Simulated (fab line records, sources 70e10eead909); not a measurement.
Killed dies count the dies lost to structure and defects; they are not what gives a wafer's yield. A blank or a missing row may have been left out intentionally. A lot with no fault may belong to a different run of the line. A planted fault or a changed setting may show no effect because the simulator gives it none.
What tool caused it? || flow nand_harc || 12 lots with 36 wafers sampled at 4 steps, on a route of 1302 steps

== WHAT THE GAUGES SHOWED, per wafer ==
NHARC_A_CHANNEL_HOLE_D2_CD_MEAS_18.
{"lot": "L074", "measured": "day 13 05:25", "on": "cd_sem-03", "cd_nm (nm)": "102.2 101.8 100.6"}
{"lot": "L077", "measured": "day 14 10:20", "on": "cd_sem-01", "cd_nm (nm)": "99.9 97.9 99.0"}
{"lot": "L079", "measured": "day 15 06:58", "on": "cd_sem-02", "cd_nm (nm)": "98.3 96.5 96.7"}
{"lot": "L082", "measured": "day 17 02:31", "on": "cd_sem-01", "cd_nm (nm)": "97.2 97.8 98.0"}
{"lot": "L083", "measured": "day 17 08:16", "on": "cd_sem-03", "cd_nm (nm)": "99.3 100.5 100.4"}
{"lot": "L085", "measured": "day 18 03:37", "on": "cd_sem-03", "cd_nm (nm)": "101.6 102.3 100.4"}
{"lot": "L087", "measured": "day 19 00:14", "on": "cd_sem-03", "cd_nm (nm)": "99.4 99.8 99.4"}
{"lot": "L089", "measured": "day 19 08:02", "on": "cd_sem-03", "cd_nm (nm)": "102.0 97.9 100.7"}
{"lot": "L091", "measured": "day 20 14:16", "on": "cd_sem-01", "cd_nm (nm)": "100.1 98.9 97.5"}
{"lot": "L093", "measured": "day 22 03:28", "on": "cd_sem-01", "cd_nm (nm)": "99.1 101.1 100.8"}
{"lot": "L095", "measured": "day 22 05:22", "on": "cd_sem-03", "cd_nm (nm)": "99.7 99.9 99.9"}
{"lot": "L097", "measured": "day 23 01:52", "on": "cd_sem-03", "cd_nm (nm)": "100.2 98.7 100.5"}

== EACH LOT AND THE TOOL THAT RAN IT (in order: tool; ch and the chambers of the sampled wafers; start) ==
{"lot": "L074", "NHARC_A_CHANNEL_HOLE_D1_ETCH_19": "har_etch-01 ch 0,1, day 8 19:34", "NHARC_A_CHANNEL_FILL_D1_ETCHBACK_08": "rie_diel-08 ch 0,2,3, day 11 02:02 or earlier", "NHARC_A_CHANNEL_FILL_D1_CMP_10": "cmp-01 ch 2,3, day 11 02:02"}
{"lot": "L077", "NHARC_A_CHANNEL_HOLE_D1_ETCH_19": "har_etch-02 ch 0,1, day 9 21:27", "NHARC_A_CHANNEL_FILL_D1_ETCHBACK_08": "rie_diel-08 ch 2,3, day 12 03:03 or earlier", "NHARC_A_CHANNEL_FILL_D1_CMP_10": "cmp-04 ch 2,3, day 12 03:03"}
{"lot": "L079", "NHARC_A_CHANNEL_HOLE_D1_ETCH_19": "har_etch-02 ch 0,1, day 10 17:46", "NHARC_A_CHANNEL_FILL_D1_ETCHBACK_08": "rie_diel-05 ch 0,1,3, day 12 23:46 or earlier", "NHARC_A_CHANNEL_FILL_D1_CMP_10": "cmp-04 ch 0,2, day 12 23:46"}
{"lot": "L082", "NHARC_A_CHANNEL_HOLE_D1_ETCH_19": "har_etch-02 ch 0,1, day 12 03:44", "NHARC_A_CHANNEL_FILL_D1_ETCHBACK_08": "rie_diel-11 ch 0,1,2, day 14 09:47 or earlier", "NHARC_A_CHANNEL_FILL_D1_CMP_10": "cmp-04 ch 1,2,3, day 14 09:47"}
{"lot": "L083", "NHARC_A_CHANNEL_HOLE_D1_ETCH_19": "har_etch-01 ch 0,1, day 12 11:29", "NHARC_A_CHANNEL_FILL_D1_ETCHBACK_08": "rie_diel-08 ch 0,1,2, day 14 20:27 or earlier", "NHARC_A_CHANNEL_FILL_D1_CMP_10": "cmp-01 ch 0,1,2, day 14 20:27"}
{"lot": "L085", "NHARC_A_CHANNEL_HOLE_D1_ETCH_19": "har_etch-01 ch 0,1, day 13 03:41", "NHARC_A_CHANNEL_FILL_D1_ETCHBACK_08": "rie_diel-08 ch 0,2,3, day 15 14:13 or earlier", "NHARC_A_CHANNEL_FILL_D1_CMP_10": "cmp-01 ch 0,3, day 15 14:13"}
{"lot": "L087", "NHARC_A_CHANNEL_HOLE_D1_ETCH_19": "har_etch-01 ch 0,1, day 14 16:11", "NHARC_A_CHANNEL_FILL_D1_ETCHBACK_08": "rie_diel-05 ch 0,1,2, day 16 22:59 or earlier", "NHARC_A_CHANNEL_FILL_D1_CMP_10": "cmp-04 ch 0,1,3, day 16 22:59"}
{"lot": "L089", "NHARC_A_CHANNEL_HOLE_D1_ETCH_19": "har_etch-01 ch 0,1, day 14 20:22", "NHARC_A_CHANNEL_FILL_D1_ETCHBACK_08": "rie_diel-05 ch 0,2,3, day 17 02:34 or earlier", "NHARC_A_CHANNEL_FILL_D1_CMP_10": "cmp-04 ch 0,2,3, day 17 02:34"}
{"lot": "L091", "NHARC_A_CHANNEL_HOLE_D1_ETCH_19": "har_etch-02 ch 0,1, day 15 21:04", "NHARC_A_CHANNEL_FILL_D1_ETCHBACK_08": "rie_diel-08 ch 1,3, day 18 08:04 or earlier", "NHARC_A_CHANNEL_FILL_D1_CMP_10": "cmp-02 ch 1,2,3, day 18 08:04"}
{"lot": "L093", "NHARC_A_CHANNEL_HOLE_D1_ETCH_19": "har_etch-01 ch 1, day 16 23:01", "NHARC_A_CHANNEL_FILL_D1_ETCHBACK_08": "rie_diel-08 ch 0,2,3, day 19 13:24 or earlier", "NHARC_A_CHANNEL_FILL_D1_CMP_10": "cmp-04 ch 2,3, day 19 13:24"}
{"lot": "L095", "NHARC_A_CHANNEL_HOLE_D1_ETCH_19": "har_etch-02 ch 0,1, day 17 11:49", "NHARC_A_CHANNEL_FILL_D1_ETCHBACK_08": "rie_diel-05 ch 2,3, day 20 02:23 or earlier", "NHARC_A_CHANNEL_FILL_D1_CMP_10": "cmp-04 ch 0,1, day 20 02:23"}
{"lot": "L097", "NHARC_A_CHANNEL_HOLE_D1_ETCH_19": "har_etch-01 ch 0,1, day 18 08:26", "NHARC_A_CHANNEL_FILL_D1_ETCHBACK_08": "rie_diel-11 ch 1,2, day 20 19:41 or earlier", "NHARC_A_CHANNEL_FILL_D1_CMP_10": "cmp-02 ch 0,1,3, day 20 19:41"}
- NHARC_A_CHANNEL_HOLE_D1_ETCH_19: etches the open film in C4F8/O2/Ar, time 34.5 s.
- NHARC_A_CHANNEL_FILL_D1_ETCHBACK_08: etches the open film in C4F8, target depth 220 nm, time 110 s.
- NHARC_A_CHANNEL_FILL_D1_CMP_10: polishes, target thk 150 nm.

== THE ANSWER, worked out from the rows above alone ==
Rule: the lots themselves supply what counts as usual. Put in order of their means at a reading, lots are off if they are a third of the lots or fewer, leave a main group of 4 or more, and stand apart from it by a gap of 3 or more times the standard deviation of the main group's means; of several such gaps the widest counts. The tables above print the reading to a certain number of digits; a main group whose means all agree to those digits is not used. A lot without any number at a reading at which 4 lots or more have one is off too. Where the step has rows for the other lots, those lots are counted as sound.
No lot is off at any reading shown: from this, nothing can be told.

== WHAT THE SIMULATOR HAD INSERTED ==
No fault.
